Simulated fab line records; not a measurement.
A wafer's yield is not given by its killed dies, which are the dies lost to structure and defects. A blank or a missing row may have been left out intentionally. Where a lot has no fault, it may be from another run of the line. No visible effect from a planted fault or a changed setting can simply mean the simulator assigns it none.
Matching of chambers | flow n5_finfet | 4 sister chambers for N5_BEOL_M4_ETCH_74 on rie_diel-01
The step etches underlayer in N2/H2, target depth 6.5 nm, time 5.2 s. 14 wafers are shown with their chamber, then 6 later ones without.

WAFERS PAIRED WITH THEIR CHAMBERS
wafer  | chamber | drypump_motor_current_A (A) | showerhead_plenum_p_Torr (Torr) | throttle_valve_pct (%)
L351.1 | 0       | 6.2                         | 2.71                            | 18.05
L351.3 | 2       | 5.6                         | 2.54                            | 17.78
L351.4 | 1       | 5.9                         | 2.49                            | 18.17
L358.3 | 2       | 5.5                         | 2.53                            | 17.81
L358.4 | 0       | 6.2                         | 2.70                            | 18.07
L358.6 | 2       | 5.5                         | 2.53                            | 17.81
L366.2 | 3       | 6.4                         | 2.51                            | 17.71
L366.3 | 0       | 6.2                         | 2.69                            | 18.12
L367.1 | 3       | 6.4                         | 2.51                            | 17.70
L367.2 | 2       | 5.5                         | 2.52                            | 17.83
L367.4 | 1       | 5.9                         | 2.48                            | 17.80
L368.2 | 2       | 5.6                         | 2.52                            | 17.83
L368.4 | 0       | 6.2                         | 2.69                            | 18.13
L368.5 | 1       | 5.9                         | 2.48                            | 17.82

SIGNATURES, as means of the wafers listed above
reading                  | chamber 0 | chamber 1 | chamber 2 | chamber 3 | scatter within a chamber
drypump_motor_current_A  | 6.200     | 5.900     | 5.540     | 6.400     | 0.0346
showerhead_plenum_p_Torr | 2.6975    | 2.4833    | 2.5280    | 2.5100    | 0.00788
throttle_valve_pct       | 18.0925   | 17.9300   | 17.8120   | 17.7050   | 0.0963
Rule: distance of a wafer from a chamber = root of the sum over the readings of ((wafer's reading minus chamber's mean) / reading's scatter) squared. If the next closest chamber is less than 2 further off than the closest, the wafer can't be placed; otherwise it belongs to the closest. The scatter: take each reading less its chamber's mean, square it, sum over the shown wafers, divide by the number of wafers less the number of chambers, and take the root.

WAFERS MISSING THEIR CHAMBER
wafer  | drypump_motor_current_A (A) | showerhead_plenum_p_Torr (Torr) | throttle_valve_pct (%)
L369.2 | 6.5                         | 2.51                            | 17.72
L369.5 | 6.0                         | 2.48                            | 17.83
L369.6 | 5.5                         | 2.52                            | 17.85
L371.2 | 6.5                         | 2.50                            | 17.72
L371.3 | 5.5                         | 2.51                            | 17.87
L371.4 | 6.2                         | 2.69                            | 18.13

EACH ONE'S CHAMBER
wafer  | from the rows above | in truth
L369.2 | 3                   | 3
L369.5 | 1                   | 1
L369.6 | 2                   | 2
L371.2 | 3                   | 3
L371.3 | 2                   | 2
L371.4 | 0                   | 0
6 of 6 placed correctly. From these rows, 0 cannot be placed. Wrongly placed: 0.
